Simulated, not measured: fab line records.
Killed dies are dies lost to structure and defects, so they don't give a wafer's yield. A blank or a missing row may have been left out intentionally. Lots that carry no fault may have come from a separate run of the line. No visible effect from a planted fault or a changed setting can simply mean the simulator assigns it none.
The tool behind it: which one? | flow nand_harc | 13 lots, 39 wafers sampled, at 5 steps of a route of 1302

== WHAT THE GAUGES SHOWED, per wafer ==
NHARC_END_SORT_01. Usual: value, then standard deviation, for each; defect_limited_yield 90.1 % / 2.4; killed_at_array 62 / 16; killed_at_other 0.8 / 1.1; killed_at_periphery 4 / 3.2; killed_dies 67 / 16; killed_open 3.5 / 1.9; killed_short 2.1 / 1.5.
lot  | measured     | on        | defect_limited_yield (%) | killed_at_array | killed_at_other | killed_at_periphery | killed_dies | killed_open | killed_short | flag
L423 | day 25 20:28 | prober-02 | 96.6 94.7 95.7           | 17 26 24        | 2 5 3           | 4 5 2               | 23 36 29    | 3 3 3       | 4 0 3        |
L438 | day 30 21:46 | prober-02 | 87.7 87.6 87.3           | 80 81 83        | 1 0 0           | 2 3 3               | 83 84 86    | 5 3 6       | 1 3 2        |
L440 | day 32 04:24 | prober-01 | 86.9 87.6 89.2           | 89 81 73        | 0 0 0           | 0 3 0               | 89 84 73    | 5 0 3       | 1 3 3        |
L443 | day 34 09:10 | prober-02 | 89.5 91.0 91.4           | 66 57 57        | 3 0 1           | 2 4 0               | 71 61 58    | 3 2 0       | 2 3 2        |
L444 | day 34 14:34 | prober-01 | 91.4 90.1 92.6           | 58 63 45        | 0 0 2           | 0 4 3               | 58 67 50    | 2 2 6       | 2 4 1        |

== WHICH TOOL RAN EACH LOT (tool, then ch and the chambers of the sampled wafers, then the start) ==
lot  | NHARC_A_BONDPAD_ETCH_34            | NHARC_A_BONDPAD_STRIP_16            | NHARC_A_BONDPAD_DEGAS_25     | NHARC_A_BONDPAD_PVD_27
L421 | rie_diel-03 ch 2,3, day 23 01:59   | wet_bench-08 ch 0,2,4, day 23 02:34 | pvd_sputter-02, day 23 02:51 | pvd_sputter-02, no start
L422 | rie_diel-12 ch 1,3, day 23 23:43   | wet_bench-08 ch 4,6,7, day 24 00:20 | pvd_sputter-02, day 24 00:36 | pvd_sputter-02, no start
L423 | rie_diel-12 ch 2,3, day 24 09:38   | wet_bench-08 ch 0,2,3, day 24 10:13 | pvd_sputter-02, day 24 10:29 | pvd_sputter-02, day 25 20:28 or earlier
L425 | rie_diel-12 ch 0,2, day 24 14:01   | wet_bench-08 ch 1,2,7, day 24 14:37 | pvd_sputter-02, day 24 14:53 | pvd_sputter-02, no start
L426 | rie_diel-12 ch 1,2, day 24 16:29   | wet_bench-08 ch 0,1,6, day 24 17:03 | pvd_sputter-03, day 24 17:19 | pvd_sputter-03, no start
L436 | rie_diel-12 ch 1,2,3, day 28 20:10 | wet_bench-08 ch 2,3,5, day 28 20:46 | pvd_sputter-01, day 28 21:01 | pvd_sputter-01, no start
L435 | rie_diel-12 ch 1,2,3, day 28 21:46 | wet_bench-08 ch 0,4,7, day 28 22:20 | pvd_sputter-03, day 28 22:36 | pvd_sputter-03, no start
L438 | rie_diel-03 ch 1,2,3, day 29 12:20 | wet_bench-08 ch 1,2,5, day 29 12:56 | pvd_sputter-01, day 29 13:12 | pvd_sputter-01, day 30 21:46 or earlier
L442 | rie_diel-12 ch 1,2,3, day 30 22:32 | wet_bench-08 ch 4,5,6, day 30 23:08 | pvd_sputter-01, day 30 23:23 | pvd_sputter-01, no start
L440 | rie_diel-12 ch 1,2,3, day 31 01:48 | wet_bench-08 ch 3,4,5, day 31 02:24 | pvd_sputter-03, day 31 02:40 | pvd_sputter-03, day 32 04:24 or earlier
L441 | rie_diel-03 ch 2,3, day 31 15:04   | wet_bench-08 ch 0,6,7, day 31 15:41 | pvd_sputter-02, day 31 15:57 | pvd_sputter-02, no start
L443 | rie_diel-11 ch 2,3, day 33 02:49   | wet_bench-08 ch 3,4,5, day 33 03:26 | pvd_sputter-03, day 33 03:43 | pvd_sputter-03, day 34 09:10 or earlier
L444 | rie_diel-12 ch 1,3, day 33 06:01   | wet_bench-08 ch 0,1,2, day 33 06:37 | pvd_sputter-02, day 33 06:52 | pvd_sputter-02, day 34 14:34 or earlier
- NHARC_A_BONDPAD_ETCH_34: etches the open film in N2/H2, target depth 60 nm, overetch 18 nm, time 65.91 s.
- NHARC_A_BONDPAD_STRIP_16: strips in post etch residue remover, time 600 s.
- NHARC_A_BONDPAD_DEGAS_25: time 60 s.
- NHARC_A_BONDPAD_PVD_27: deposits Cu, target thk 30 nm, time 20.49 s.

== WHAT THE TOOLS THEMSELVES READ (means of the sampled wafers that have a number; where no wafer has one, the mark that the record gives instead) ==
NHARC_A_BONDPAD_ETCH_34. Usual: drypump_motor_current_A 5.9 A, standard deviation 0.36; oes_product_au 0.998 a.u., standard deviation 0.0069; rf_vpp_V 431.7 V, standard deviation 2.6; showerhead_plenum_p_Torr 2.08 Torr, standard deviation 0.093; throttle_valve_pct 14.171 %, standard deviation 0.01.
lot  | tool        | drypump_motor_current_A (A) | oes_product_au (a.u.) | rf_vpp_V (V) | showerhead_plenum_p_Torr (Torr) | throttle_valve_pct (%) | flag
L421 | rie_diel-03 | 6.3                         | 0.999                 | 431.9        | 2.07                            | 14.178                 |
L422 | rie_diel-12 | 5.6                         | 0.992                 | 430.4        | 2.05                            | 14.172                 |
L423 | rie_diel-12 | 5.7                         | 1.000                 | 432.7        | 2.13                            | 14.176                 |
L425 | rie_diel-12 | 6.2                         | 0.994                 | 430.9        | 2.05                            | 14.180                 |
L426 | rie_diel-12 | 6.0                         | 0.998                 | 429.4        | 1.98                            | 14.168                 |
L436 | rie_diel-12 | 5.8                         | 0.990                 | 430.0        | 2.05                            | 14.161                 |
L435 | rie_diel-12 | 5.8                         | 1.000                 | 430.9        | 2.05                            | 14.168                 |
L438 | rie_diel-03 | 6.2                         | 1.007                 | 431.0        | 2.07                            | 14.164                 |
L442 | rie_diel-12 | 5.8                         | 0.995                 | 431.6        | 2.05                            | 14.175                 |
L440 | rie_diel-12 | 5.8                         | 0.993                 | 431.2        | 2.05                            | 14.176                 |
L441 | rie_diel-03 | 6.3                         | 1.002                 | 430.9        | 2.06                            | 14.174                 |
L443 | rie_diel-11 | 5.8                         | 1.003                 | 434.1        | 2.15                            | 14.160                 |
L444 | rie_diel-12 | 5.5                         | 0.999                 | 433.3        | 2.12                            | 14.166                 |

NHARC_A_BONDPAD_STRIP_16. Usual: bath_heat_duty_pct 13.5 %, standard deviation 2.2; run_length_s 603.4 s, standard deviation 1.1; temp_c 29.99 C, standard deviation 0.11.
lot  | tool         | bath_heat_duty_pct (%) | run_length_s (s) | temp_c (C) | flag
L421 | wet_bench-08 | 12.2                   | 603.8            | 29.99      |
L422 | wet_bench-08 | 11.7                   | 603.5            | 30.04      |
L423 | wet_bench-08 | 14.6                   | 603.3            | 30.02      |
L425 | wet_bench-08 | 12.1                   | 604.3            | 29.90      |
L426 | wet_bench-08 | 12.7                   | 603.7            | 30.03      |
L436 | wet_bench-08 | -                      | -                | -          | OFF
L435 | wet_bench-08 | -                      | -                | -          | OFF
L438 | wet_bench-08 | 13.2                   | 604.5            | 30.05      |
L442 | wet_bench-08 | 11.9                   | 603.2            | 29.92      |
L440 | wet_bench-08 | 14.6                   | 603.3            | 30.10      |
L441 | wet_bench-08 | 14.1                   | 603.2            | 30.03      |
L443 | wet_bench-08 | 14.6                   | 603.1            | 30.09      |
L444 | wet_bench-08 | 13.3                   | 604.3            | 29.95      |

NHARC_A_BONDPAD_DEGAS_25. Usual: heater_power_w at 447 W, with a standard deviation of 39.
lot  | tool           | heater_power_w (W) | flag
L421 | pvd_sputter-02 | 422                |
L422 | pvd_sputter-02 | 449                |
L423 | pvd_sputter-02 | 437                |
L425 | pvd_sputter-02 | 427                |
L426 | pvd_sputter-03 | 444                |
L436 | pvd_sputter-01 | 480                |
L435 | pvd_sputter-03 | 456                |
L438 | pvd_sputter-01 | 450                |
L442 | pvd_sputter-01 | 446                |
L440 | pvd_sputter-03 | 429                |
L441 | pvd_sputter-02 | 419                |
L443 | pvd_sputter-03 | 455                |
L444 | pvd_sputter-02 | 475                |

NHARC_A_BONDPAD_PVD_27. Usual: throttle_valve_pct at 29.9 %, with a standard deviation of 0.92.
lot  | tool           | throttle_valve_pct (%) | flag
L421 | pvd_sputter-02 | 30.1                   |
L422 | pvd_sputter-02 | 30.5                   |
L423 | pvd_sputter-02 | 29.5                   |
L425 | pvd_sputter-02 | 29.9                   |
L426 | pvd_sputter-03 | 29.7                   |
L436 | pvd_sputter-01 | 30.2                   |
L435 | pvd_sputter-03 | 29.6                   |
L438 | pvd_sputter-01 | 30.1                   |
L442 | pvd_sputter-01 | 30.1                   |
L440 | pvd_sputter-03 | 28.1                   |
L441 | pvd_sputter-02 | 29.7                   |
L443 | pvd_sputter-03 | 29.7                   |
L444 | pvd_sputter-02 | 29.4                   |

== THE ANSWER, worked out from the rows above alone ==
Rule: lot off if the mean of its wafers having a number is beyond 3 standard deviations from the usual mean. A lot without any number at a reading at which 4 lots or more have one is off too. The other lots that the step has rows for count as sound. Order of review: gauges by route order, followed by the tools' own readings, for which a lot's mean as printed above is used. The first step at which some lot is off is used, and at that step the reading that is off furthest; a lot without a number counts as furthest.
Off: L436, L435 (NHARC_A_BONDPAD_STRIP_16, bath_heat_duty_pct). Without a number there: L436, L435.
If a tool, at that step or one of the process steps before it, ran each lot that is off and ran no sound lot following the first of them, it fits. None of those tried fits.

== WHAT WAS PUT IN BY THE SIMULATOR ==
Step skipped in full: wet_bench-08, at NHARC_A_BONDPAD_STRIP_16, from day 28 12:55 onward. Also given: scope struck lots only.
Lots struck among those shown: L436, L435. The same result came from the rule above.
